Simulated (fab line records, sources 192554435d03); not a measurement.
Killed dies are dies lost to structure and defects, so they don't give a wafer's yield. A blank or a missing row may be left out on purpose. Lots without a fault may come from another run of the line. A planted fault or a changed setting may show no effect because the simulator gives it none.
Chamber matching | flow n5_finfet | N5_BEOL_M1_ETCH_63 on rie_diel-05: 4 sister chambers
The step etches SiARC in CF4, target depth 15.6 nm, time 26 s. 4 wafers are shown with their chamber, then 7 later ones without.

WAFERS WITH THEIR CHAMBER
wafer  | chamber | showerhead_plenum_p_Torr (Torr)
L081.5 | 0       | 2.07
L081.6 | 1       | 2.05
L089.1 | 2       | 2.18
L089.4 | 3       | 2.23

WAFERS WITHOUT THEIR CHAMBER
wafer  | showerhead_plenum_p_Torr (Torr)
L089.5 | 2.04
L091.2 | 2.22
L091.3 | 2.04
L091.6 | 2.04
L095.1 | 2.04
L095.3 | 2.22
L095.4 | 2.06

WHICH CHAMBER EACH WENT THROUGH
wafer  | from the rows above     | in truth
L089.5 | 1                       | 1
L091.2 | 3                       | 3
L091.3 | 1                       | 1
L091.6 | 1                       | 1
L095.1 | 1                       | 1
L095.3 | 3                       | 3
L095.4 | can't be placed: 0 or 1 | 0
Placed correctly: 6 of 7. Can't be placed from these rows: 1 (the true chamber is among the candidates in 1). Placed wrongly: 0.
How it was worked out, from the rows above alone: a wafer's distance from a chamber is the root of the sum, over the readings, of the square of ((its reading less the chamber's mean) divided by the reading's scatter). The wafer belongs to the nearest chamber; if the next one is less than 2 further off, it can't be placed. A chamber's mean is the mean of its shown wafers. The scatter: with one shown wafer a chamber, the root of the mean of the squares of how far each hidden wafer lies from its nearest shown one.
